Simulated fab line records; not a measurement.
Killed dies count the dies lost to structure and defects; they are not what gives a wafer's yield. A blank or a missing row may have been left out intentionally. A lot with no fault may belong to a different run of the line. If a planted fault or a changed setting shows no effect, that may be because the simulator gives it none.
Problem report in the 8D (eight disciplines) form, filled by code / flow n5-finfet / the parts of the form that need people (team, actions taken, sign-off) are left out

== 1. WHAT IS WRONG ==
Mean M14_ILD_THK at N5_BEOL_M14_THK_MEAS_01: 1284 nm over 2 wafers in 2 lots; fault-free wafers: 1117 nm, standard deviation 15. That is +11 standard deviations from the usual mean.
First observed at day 14 23:10: wafer L714.5, on film-metro-01. The record holds 31 wafers of 11 lots with a number at this step. Rule for "out", or "out of limits": more than 4 standard deviations from the usual mean. All remaining wafers that have a number are taken as sound.

== 2. WHAT IT IS AND WHAT IT IS NOT ==
question=which readings at this step | is=M14_ILD_THK | is not=-
question=which lots | is=L714, L717 | is not=L708, L709, L710, L711, L723, L724, L726, L727, L728
question=which wafers of those lots | is=L714.5, L717.5 | is not=L714.6, L717.4
question=read on which gauges | is=film-metro-01, film-metro-02 | is not=-
question=when | is=from day 14 23:10 | is not=up to then (13 sound wafers); but 16 sound wafers of L717, L723, L724, L726, L727, L728 came after

== 3. WHAT RULES OUT EACH SUSPECT ==
Counting: if a tool at a process step up to the reading ran every lot that is out, it stays a suspect. Sound lots after the first of them don't rule it out here, since some wafers of a struck lot are sound.
- the gauge at N5_BEOL_M14_THK_MEAS_01 has been ruled out. Those wafers that are out were read across 2 gauges (film-metro-01, film-metro-02).
- rie-diel-02 at N5_BEOL_M13_ETCH_38 (etches SiCN in CF4/N2, target depth 67.5 nm, time 71.9 s): kept. Every lot that is out went through it, the first being L714 (day 14 21:13); the last sound lot it ran before that was L711 (day 14 01:32).
- pecvd-01 at N5_BEOL_M14_ILD_DEP_00 (deposits SiO2 from TEOS/O2, target thk 1119.3 nm, time 237.4 s): kept. Every lot that is out went through it, the first being L714 (day 14 23:02); the last sound lot it ran before that was L711 (day 14 04:08).
What counting leaves: rie-diel-02 at N5_BEOL_M13_ETCH_38 and pecvd-01 at N5_BEOL_M14_ILD_DEP_00.

== 4. THE CAUSE (what the simulator had put in) ==
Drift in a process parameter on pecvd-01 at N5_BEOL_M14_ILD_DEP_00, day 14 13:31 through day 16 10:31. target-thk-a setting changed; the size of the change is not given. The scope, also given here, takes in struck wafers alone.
This tool is one of the 2 suspects left after counting.

== 5. THE EFFECT CHAIN, in route order ==
Each row: a reading whose mean over the struck wafers that have a number lies more than 3 standard deviations from the usual. Scope: only readings with a usual standard deviation given in the record; hours: median across lots of the time from each lot's start at the first step in this table that gives one to its start at this step; sigmas: change in usual standard deviations.
hours=0; step=N5_BEOL_M14_THK_MEAS_01; reading=M14_ILD_THK; usual=1117 nm; on struck wafers=1284; change=+166; sigmas=+11
Later measuring or inspecting steps at which every struck wafer that the step has a row for has a number for every such reading, and none has moved that far: N5_BEOL_M14_OVL_MEAS_11.

== 6. WHAT WOULD HAVE CAUGHT IT SOONER ==
In this record the first reading out of limits at a measuring or inspecting step was taken at day 14 23:10, 10 hours after the fault began at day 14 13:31.
An alarm limit of 4 standard deviations would not have fired on the tool readings at N5_BEOL_M14_ILD_DEP_00 for which the record gives a usual standard deviation, since none of them was out on any struck wafer.
Lots out: 2; of these, L717 started N5_BEOL_M14_ILD_DEP_00 on pecvd-01 after day 14 23:10. Holding the tool at that time would have saved it.
